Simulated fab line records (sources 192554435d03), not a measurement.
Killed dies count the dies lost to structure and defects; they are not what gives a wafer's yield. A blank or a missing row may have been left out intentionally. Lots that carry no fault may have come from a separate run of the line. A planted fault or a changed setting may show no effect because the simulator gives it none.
Chamber matching + flow n5-finfet + pecvd-03 running N5_BEOL_M9_ILD_DEP_00: 3 sister chambers
The step deposits SiCOH lowk from DEMS/porogen, target thk 308.51 nm, time 58 s. 22 wafers are shown with their chamber, then 11 later ones without.

WAFERS, EACH WITH ITS CHAMBER
| wafer  | chamber | throttle-valve-pct (%) | showerhead-plenum-p-Torr (Torr) | heater-power-w (W) |
|--------|---------|------------------------|---------------------------------|--------------------|
| L081.1 | 1       | 14.6                   | 5.734                           | 293                |
| L081.2 | 2       | 12.7                   | 5.717                           | 362                |
| L081.5 | 2       | 12.5                   | 5.729                           | 371                |
| L079.2 | 2       | 12.4                   | 5.715                           | 325                |
| L079.3 | 1       | 14.6                   | 5.732                           | 302                |
| L079.4 | 2       | 12.5                   | 5.716                           | 339                |
| L078.2 | 2       | 12.5                   | 5.722                           | 318                |
| L078.4 | 2       | 12.3                   | 5.732                           | 327                |
| L078.6 | 0       | 14.0                   | 5.738                           | 333                |
| L082.2 | 1       | 14.9                   | 5.743                           | 308                |
| L082.5 | 2       | 12.2                   | 5.719                           | 364                |
| L082.6 | 1       | 14.3                   | 5.739                           | 297                |
| L089.2 | 2       | 12.5                   | 5.730                           | 373                |
| L089.4 | 0       | 14.0                   | 5.725                           | 313                |
| L089.6 | 2       | 12.6                   | 5.730                           | 295                |
| L091.1 | 1       | 14.6                   | 5.741                           | 305                |
| L091.2 | 0       | 14.0                   | 5.737                           | 356                |
| L091.4 | 2       | 12.3                   | 5.720                           | 381                |
| L093.1 | 2       | 12.5                   | 5.723                           | 339                |
| L093.5 | 2       | 12.5                   | 5.718                           | 349                |
| L093.6 | 1       | 14.7                   | 5.737                           | 256                |
| L092.1 | 0       | 13.9                   | 5.742                           | 330                |

SIGNATURES (averages over the wafers above)
| reading                  | chamber 0 | chamber 1 | chamber 2 | scatter within a chamber |
|--------------------------|-----------|-----------|-----------|--------------------------|
| throttle-valve-pct       | 13.975    | 14.617    | 12.458    | 0.146                    |
| showerhead-plenum-p-Torr | 5.73550   | 5.73767   | 5.72258   | 0.0059                   |
| heater-power-w           | 333.00    | 293.50    | 345.25    | 23.2                     |
Rule: distance of a wafer from a chamber = root of the sum over the readings of ((wafer's reading minus chamber's mean) / reading's scatter) squared. If the next closest chamber is less than 2 further off than the closest, the wafer can't be placed; otherwise it belongs to the closest. The scatter: take each reading less its chamber's mean, square it, sum over the shown wafers, divide by the number of wafers less the number of chambers, and take the root.

WAFERS WHOSE CHAMBER IS MISSING
| wafer  | throttle-valve-pct (%) | showerhead-plenum-p-Torr (Torr) | heater-power-w (W) |
|--------|------------------------|---------------------------------|--------------------|
| L092.4 | 12.7                   | 5.734                           | 327                |
| L092.6 | 14.0                   | 5.743                           | 345                |
| L096.2 | 12.5                   | 5.721                           | 339                |
| L096.3 | 14.8                   | 5.741                           | 246                |
| L096.4 | 14.6                   | 5.763                           | 273                |
| L097.1 | 14.7                   | 5.741                           | 325                |
| L097.2 | 12.5                   | 5.714                           | 371                |
| L097.4 | 14.9                   | 5.729                           | 252                |
| L095.2 | 13.6                   | 5.756                           | 297                |
| L095.3 | 14.8                   | 5.760                           | 301                |
| L095.5 | 14.0                   | 5.741                           | 306                |

CHAMBER TAKEN BY EACH
| wafer  | from the rows above | in truth |
|--------|---------------------|----------|
| L092.4 | 2                   | 2        |
| L092.6 | 0                   | 0        |
| L096.2 | 2                   | 2        |
| L096.3 | 1                   | 1        |
| L096.4 | 1                   | 1        |
| L097.1 | 1                   | 1        |
| L097.2 | 2                   | 2        |
| L097.4 | 1                   | 1        |
| L095.2 | 0                   | 0        |
| L095.3 | 1                   | 1        |
| L095.5 | 0                   | 0        |
11 of 11 placed correctly. Not placeable from these rows: 0. Placed wrongly: 0.
